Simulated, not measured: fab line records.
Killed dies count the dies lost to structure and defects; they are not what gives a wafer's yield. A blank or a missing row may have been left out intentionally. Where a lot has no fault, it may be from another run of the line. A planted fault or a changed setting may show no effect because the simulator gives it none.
Which tool is to blame? | flow n5 finfet | Sampling: 24 lots, 72 wafers, 3 of 1938 route steps

== WHAT THE GAUGES SHOWED, per wafer ==
N5_PMOS_HMC_CHANNEL_EPI_INSPECT_30: inspects for defects (darkfield). Usual: raw defect count reads 19 (standard deviation 6.6).
lot  | measured    | on                | raw defect count | flag
L074 | day 1 19:50 | defect inspect-01 | 11 12 10         |
L075 | day 2 03:30 | defect inspect-01 | 17 26 14         |
L076 | day 2 09:05 | defect inspect-02 | 24 18 31         |
L077 | day 2 14:41 | defect inspect-01 | 37 27 26         |
L078 | day 2 21:09 | defect inspect-01 | 18 11 25         |
L079 | day 3 03:32 | defect inspect-02 | 25 14 25         |
L080 | day 3 08:38 | defect inspect-02 | 24 31 20         |
L081 | day 3 15:43 | defect inspect-02 | 17 17 16         |
L082 | day 3 21:45 | defect inspect-02 | 20 25 17         |
L083 | day 4 02:05 | defect inspect-01 | 17 20 15         |
L084 | day 4 09:31 | defect inspect-02 | 15 15 9          |
L085 | day 4 14:14 | defect inspect-01 | 13 25 14         |
L086 | day 4 20:01 | defect inspect-01 | 20 15 30         |
L087 | day 5 02:35 | defect inspect-02 | 24 8 12          |
L088 | day 5 08:31 | defect inspect-02 | 19 9 14          |
L089 | day 5 14:23 | defect inspect-02 | 15 16 18         |
L090 | day 5 20:15 | defect inspect-02 | 48 19 16         |
L091 | day 6 02:09 | defect inspect-02 | 17 21 28         |
L092 | day 6 08:10 | defect inspect-01 | 14 12 13         |
L093 | day 6 13:52 | defect inspect-02 | 12 25 25         |
L094 | day 6 20:24 | defect inspect-02 | 16 22 27         |
L095 | day 7 01:41 | defect inspect-01 | 26 11 15         |
L096 | day 7 08:53 | defect inspect-01 | 17 12 26         |
L097 | day 7 14:08 | defect inspect-01 | 20 29 11         |

N5_FIN_SAQP_CD_MEAS_27: the cd target is 20 nm. Usual: cd nm reads 20.29 nm (standard deviation 0.25).
lot  | measured    | on        | cd nm (nm)        | flag
L074 | day 1 23:46 | cd sem-02 | 20.61 20.41 20.32 |
L075 | day 2 07:04 | cd sem-02 | 20.19 20.41 20.40 |
L076 | day 2 12:52 | cd sem-03 | 20.11 20.29 20.24 |
L077 | day 2 18:19 | cd sem-02 | 20.51 20.11 20.49 |
L078 | day 3 01:17 | cd sem-02 | 20.59 20.71 20.78 |
L079 | day 3 09:26 | cd sem-02 | 20.12 20.25 20.31 |
L080 | day 3 15:14 | cd sem-03 | 20.18 19.91 20.40 |
L081 | day 3 19:18 | cd sem-01 | 20.16 20.27 20.15 |
L082 | day 4 01:16 | cd sem-02 | 20.87 20.39 20.35 |
L083 | day 4 05:37 | cd sem-02 | 20.24 20.53 20.46 |
L084 | day 4 13:34 | cd sem-03 | 20.38 20.45 20.41 |
L085 | day 4 18:46 | cd sem-02 | 19.72 20.22 20.41 |
L086 | day 5 01:17 | cd sem-02 | 20.31 19.43 20.44 |
L087 | day 5 07:24 | cd sem-01 | 20.13 20.10 20.48 |
L088 | day 5 12:40 | cd sem-02 | 20.16 20.28 20.16 |
L089 | day 5 19:21 | cd sem-03 | 20.65 20.38 20.40 |
L090 | day 5 23:45 | cd sem-02 | 20.19 20.31 20.18 |
L091 | day 6 05:50 | cd sem-03 | 20.65 20.19 20.10 |
L092 | day 6 11:46 | cd sem-01 | 20.37 20.64 20.44 |
L093 | day 6 17:28 | cd sem-02 | 19.97 20.68 20.38 |
L094 | day 7 00:42 | cd sem-02 | 20.12 20.62 20.63 |
L095 | day 7 05:23 | cd sem-02 | 20.33 20.27 20.31 |
L096 | day 7 12:43 | cd sem-03 | 20.44 20.45 20.06 |
L097 | day 7 18:34 | cd sem-03 | 20.32 20.23 20.40 |

== EACH LOT AND THE TOOL THAT RAN IT (in order: tool; ch and the chambers of the sampled wafers; start) ==
lot  | N5_FIN_SAQP_PECVD_47
L074 | pecvd-01 ch 0,1, day 1 20:30
L075 | pecvd-03 ch 0,1, day 2 04:14
L076 | pecvd-03 ch 0,1, day 2 09:47
L077 | pecvd-01 ch 0,2, day 2 15:27
L078 | pecvd-03 ch 0,1, day 2 21:56
L079 | pecvd-01 ch 0,1,2, day 3 05:17
L080 | pecvd-03 ch 0,1,2, day 3 09:50
L081 | pecvd-03 ch 0,1,2, day 3 16:38
L082 | pecvd-03 ch 0,1,2, day 3 22:33
L083 | pecvd-02 ch 0,1,2, day 4 02:44
L084 | pecvd-03 ch 0,2, day 4 10:11
L085 | pecvd-01 ch 0,2, day 4 15:58
L086 | pecvd-01 ch 1,2, day 4 21:17
L087 | pecvd-01 ch 1,2, day 5 04:17
L088 | pecvd-01 ch 1, day 5 09:37
L089 | pecvd-01 ch 1,2, day 5 15:07
L090 | pecvd-03 ch 0,1,2, day 5 20:58
L091 | pecvd-01 ch 1,2, day 6 03:08
L092 | pecvd-03 ch 0,1,2, day 6 08:52
L093 | pecvd-02 ch 0,1, day 6 14:32
L094 | pecvd-03 ch 0,1, day 6 21:05
L095 | pecvd-03 ch 0,1,2, day 7 02:28
L096 | pecvd-02 ch 0,1,2, day 7 09:37
L097 | pecvd-03 ch 0,1,2, day 7 15:40
- N5_FIN_SAQP_PECVD_47: deposits a-Si from SiH4/He, target thk 45 nm, time 36.3 s.

== WHAT THE TOOLS THEMSELVES READ (means of the sampled wafers that have a number; where no wafer has one, the mark that the record gives instead) ==
N5_FIN_SAQP_PECVD_47. Usual: heater power w 830 W, standard deviation 64; showerhead plenum p Torr 5.70 Torr, standard deviation 0.042; throttle valve pct 18.7 %, standard deviation 1.3.
lot  | tool     | heater power w (W) | showerhead plenum p Torr (Torr) | throttle valve pct (%) | flag
L074 | pecvd-01 | 881                | 5.74                            | 18.4                   |
L075 | pecvd-03 | 825                | 5.69                            | 17.9                   |
L076 | pecvd-03 | 864                | 5.69                            | 18.0                   |
L077 | pecvd-01 | 872                | 5.73                            | 18.6                   |
L078 | pecvd-03 | 917                | 5.69                            | 18.0                   |
L079 | pecvd-01 | 819                | 5.73                            | 19.5                   |
L080 | pecvd-03 | 835                | 5.69                            | 17.7                   |
L081 | pecvd-03 | 874                | 5.68                            | 17.6                   |
L082 | pecvd-03 | 840                | 5.70                            | 17.8                   |
L083 | pecvd-02 | 832                | 5.68                            | 18.9                   |
L084 | pecvd-03 | 853                | 5.64                            | 17.4                   |
L085 | pecvd-01 | 853                | 5.73                            | 18.7                   |
L086 | pecvd-01 | 735                | 5.71                            | 20.4                   |
L087 | pecvd-01 | 806                | 5.72                            | 20.4                   |
L088 | pecvd-01 | 832                | 5.72                            | 20.3                   |
L089 | pecvd-01 | 780                | 5.71                            | 20.3                   |
L090 | pecvd-03 | 838                | 5.69                            | 17.6                   |
L091 | pecvd-01 | 758                | 5.71                            | 20.4                   |
L092 | pecvd-03 | 879                | 5.69                            | 17.7                   |
L093 | pecvd-02 | 847                | 5.70                            | 18.7                   |
L094 | pecvd-03 | 921                | 5.69                            | 17.9                   |
L095 | pecvd-03 | 825                | 5.68                            | 17.7                   |
L096 | pecvd-02 | 780                | 5.67                            | 18.9                   |
L097 | pecvd-03 | 855                | 5.69                            | 17.7                   |

== THE ANSWER, worked out from the rows above alone ==
Rule: a lot is off if the mean of its wafers that have a number lies more than 3 standard deviations from the usual mean. Also off: a lot with no number at a reading for which 4 or more lots have one. All remaining lots with rows at the step are treated as sound. Order of review: gauges by route order, followed by the tools' own readings, for which a lot's mean as printed above is used. The first step at which some lot is off is used, and at that step the reading that is off furthest; a lot without a number counts as furthest.
Across all readings shown, no lot is off: no conclusion can be drawn from this.

== WHAT THE SIMULATOR PUT IN ==
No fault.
